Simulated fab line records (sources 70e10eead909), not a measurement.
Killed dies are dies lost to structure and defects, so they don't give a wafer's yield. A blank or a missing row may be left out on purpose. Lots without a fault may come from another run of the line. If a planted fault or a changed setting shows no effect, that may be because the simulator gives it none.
Which tool was responsible?    flow nand harc    at 1 step of a route of 1302, 6 lots with 18 wafers sampled

== WHAT THE GAUGES SHOWED, per wafer ==
NHARC_A_BONDPAD_CD_MEAS_09: target cd 500 nm.
lot   measured      on         cd nm (nm)
L104  day 23 23:34  cd sem-02  498.6 498.1 497.9
L107  day 24 14:46  cd sem-03  502.7 503.1 503.7
L115  day 28 13:26  cd sem-03  502.2 501.0 503.6
L119  day 30 01:02  cd sem-02  498.4 499.9 501.0
L124  day 32 05:39  cd sem-01  499.9 501.9 502.9
L122  day 33 06:51  cd sem-01  500.0 500.7 499.9

== WHICH TOOL RAN EACH LOT (tool, then ch and the chambers of the sampled wafers, then the start) ==
There is no process step in the record ahead of these readings.

== THE ANSWER, worked out from the rows above alone ==
Rule: the lots themselves supply what counts as usual. The widest of any qualifying gaps counts: lots, ordered by their means at a reading, are off when they make up no more than a third of the lots, leave a main group of 4 or more, and stand apart from it by 3 or more times the standard deviation of that group's means. A main group is skipped when, at the precision printed for the reading in the tables above, its means are all equal. A lot without any number at a reading at which 4 lots or more have one is off too. The other lots that the step has rows for count as sound.
Across all readings shown, no lot is off: no conclusion can be drawn from this.

== WHAT THE SIMULATOR HAD INSERTED ==
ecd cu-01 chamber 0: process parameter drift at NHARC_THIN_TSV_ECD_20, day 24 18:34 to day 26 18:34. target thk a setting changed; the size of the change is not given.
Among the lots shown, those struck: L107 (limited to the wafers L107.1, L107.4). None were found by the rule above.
